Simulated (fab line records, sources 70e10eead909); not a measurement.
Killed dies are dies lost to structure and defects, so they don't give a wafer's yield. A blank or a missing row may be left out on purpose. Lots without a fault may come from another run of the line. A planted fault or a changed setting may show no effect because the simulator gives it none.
Chamber matching | flow nand_harc | NHARC_P_GATE_STRIP_67 on wet_bench-02: 8 sister chambers
The step strips in SPM, time 600 s. 12 wafers are shown with their chamber, then 7 later ones without.

WAFERS WITH THEIR CHAMBER
wafer  | chamber | bath_guard_temp_C (C) | temp_c (C)
L285.3 | 4       | 129.9                 | 130.06
L285.4 | 6       | 129.6                 | 130.07
L285.5 | 7       | 129.2                 | 130.13
L286.5 | 3       | 130.3                 | 130.00
L286.6 | 4       | 130.2                 | 129.85
L288.3 | 2       | 130.6                 | 130.26
L288.6 | 1       | 130.9                 | 129.98
L299.2 | 2       | 131.1                 | 130.22
L299.3 | 5       | 130.1                 | 130.00
L299.6 | 0       | 129.8                 | 130.13
L301.1 | 0       | 129.9                 | 130.06
L301.3 | 3       | 130.1                 | 129.98

WAFERS WITHOUT THEIR CHAMBER
wafer  | bath_guard_temp_C (C) | temp_c (C)
L301.6 | 131.2                 | 130.04
L305.1 | 130.4                 | 130.01
L305.3 | 130.0                 | 130.12
L305.5 | 130.9                 | 129.97
L307.1 | 131.0                 | 129.90
L307.4 | 130.1                 | 130.37
L307.5 | 129.9                 | 130.09

WHICH CHAMBER EACH WENT THROUGH
wafer  | from the rows above                              | in truth
L301.6 | can't be placed: 1 or 2                          | 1
L305.1 | can't be placed: 3 or 5 or 4 or 1 or 0           | 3
L305.3 | can't be placed: 0 or 5 or 3 or 6 or 4           | 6
L305.5 | 1                                                | 1
L307.1 | 1                                                | 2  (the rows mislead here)
L307.4 | can't be placed: 0 or 2 or 6 or 5 or 3 or 7 or 4 | 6
L307.5 | can't be placed: 0 or 6 or 5 or 4 or 3           | 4
Placed correctly: 1 of 7. Can't be placed from these rows: 5 (the true chamber is among the candidates in 5). Placed wrongly: 1.
How it was worked out, from the rows above alone: a wafer's distance from a chamber is the root of the sum, over the readings, of the square of ((its reading less the chamber's mean) divided by the reading's scatter). The wafer belongs to the nearest chamber; if the next one is less than 2 further off, it can't be placed. A chamber's mean is the mean of its shown wafers. The scatter: the root of (the sum of the squares of (reading less its chamber's mean) over the shown wafers, divided by (wafers less chambers)).
